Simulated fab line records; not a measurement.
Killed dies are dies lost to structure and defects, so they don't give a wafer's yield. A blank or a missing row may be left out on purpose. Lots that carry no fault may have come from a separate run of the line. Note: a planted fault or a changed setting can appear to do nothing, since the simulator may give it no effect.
Split-lot trial ; flow n5 finfet ; 21 wafers read across 7 lots, on a route 1938 steps long

## ABOUT THE SPLIT
At N5_ZERO_LAYER_EXPOSE_08 (exposes mask ZERO, defocus 0 nm, target cd 2000 nm), the setting dose mj was moved away from the recipe's 16.2 on 10 of the 21 wafers read, by -6.1% to +7.4%. For the rest of the wafers, this setting stayed at what the recipe calls for.

## FROM THE SPLIT TO THE READING: what the file shows between them, 2 steps
- N5_ZERO_LAYER_DEVELOP_10: develop time 60 s (also split here: develop time s)
- N5_ZERO_LAYER_HARDBAKE_23: time 120 s

## THE READING
cd nm, in nm, at N5_ZERO_LAYER_CD_MEAS_11 (target cd 2000 nm). A value of 1999.6 nm with a standard deviation of 2 nm is what fault-free wafers of this fab line usually give.

wafer;tool, chamber at the split;dose mj as run;against the recipe;cd nm, nm;against lot-mates on the recipe
L074.4;krf scanner-01, 0;16.2;recipe;1998.4;-
L074.5;krf scanner-01, 0;16.2;recipe;1999.9;-
L074.6;krf scanner-01, 0;16.2;recipe;1998.0;-
L077.4;krf scanner-02, 0;16.2;recipe;1999.5;-
L077.5;krf scanner-02, 0;15.21;-6.1%;1994.3;-5.2
L077.6;krf scanner-02, 0;15.21;-6.1%;1992.9;-6.6
L083.2;krf scanner-01, 0;16.2;recipe;2004.8;-
L083.3;krf scanner-01, 0;16.2;recipe;2002.5;-
L083.6;krf scanner-01, 0;16.2;recipe;2003.0;-
L087.2;krf scanner-01, 0;15.68;-3.2%;1992.9;no lot-mate on the recipe
L087.3;krf scanner-01, 0;15.68;-3.2%;1992.2;no lot-mate on the recipe
L087.4;krf scanner-01, 0;15.68;-3.2%;1997.1;no lot-mate on the recipe
L095.1;krf scanner-02, 0;15.55;-4.0%;1988.9;-9.8
L095.3;krf scanner-02, 0;15.55;-4.0%;1987.0;-11.7
L095.5;krf scanner-02, 0;16.2;recipe;1998.7;-
L096.3;krf scanner-01, 0;16.92;+4.4%;2007.6;+9.4
L096.4;krf scanner-01, 0;16.2;recipe;1994.7;-
L096.5;krf scanner-01, 0;16.2;recipe;2001.6;-
L097.2;krf scanner-01, 0;16.2;recipe;2005.0;-
L097.3;krf scanner-01, 0;17.4;+7.4%;2018.3;+13.3
L097.6;krf scanner-01, 0;17.4;+7.4%;2021.2;+16.2

FIT RESULTS
A straight line over all 21 wafers: cd nm changes by +2.13 nm for each +1% of dose mj; r = +0.91; the points scatter about the line by 3.6 nm.
The same after taking each lot's own level away (the mean of its wafers on the recipe; 18 wafers): +1.77 nm for each +1%; r = +0.93; scatter 2.7 nm.
According to that fit, moving dose mj by its largest amount changes the reading by 13 nm.
From 1998.15 to 2005.00 nm: that is the span of the lots' own levels, equal to 3.4 times the standard deviation above.
So the slope is not independent of the lot-to-lot level: the two fits are not the same.
Check: for one of the wafers moved furthest among these (+7.4%), held out of the fit, the line's prediction against its lot-mates is +13.7 nm. Against them it came out at +13.3 nm.

## ADDITIONAL SPLITS CARRIED BY THESE WAFERS
Other splits were also applied to these wafers ahead of the reading. Each is held against what the fit with the lots' levels taken away leaves over:
other split on the same wafers;wafers away from the commonest value;r with cd nm (lot level and that fit taken away)
N5_ZERO_LAYER_DEVELOP_10 develop time s;8;+0.84

## THE WHOLE CHAIN: every reading that the file lists as answering this split, in the file's order
step;what it does;reading;change (the file's fit);r (the file's)
N5_ZERO_LAYER_CD_MEAS_11;target cd 2000 nm;cd nm;+1.8 nm for each +1% of the setting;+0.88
N5_ZERO_LAYER_DESCUM_16;chemistry O2, time 7.9 s;ZERO_LAYER.cd nm (the simulator's own value, which no gauge read);+1.8 nm for each +1% of the setting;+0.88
N5_ZERO_LAYER_ETCH_17;etches SiO2 in CF4, target depth 12 nm, time 13.3 s;ZERO_LAYER.cd nm (the simulator's own value, which no gauge read);+1.79 nm for each +1% of the setting, in a fit together with develop time s@ZERO_LAYER_DEVELOP_10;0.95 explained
N5_ZERO_LAYER_ETCH_18;etches Si in HBr/Cl2, target depth 120 nm, time 40 s;ZERO_LAYER.cd nm (the simulator's own value, which no gauge read);+1.79 nm for each +1% of the setting, in a fit together with develop time s@ZERO_LAYER_DEVELOP_10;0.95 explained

## FILE'S OWN FIT
cd nm changes by +1.8 nm for each +1% of dose mj, r = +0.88.
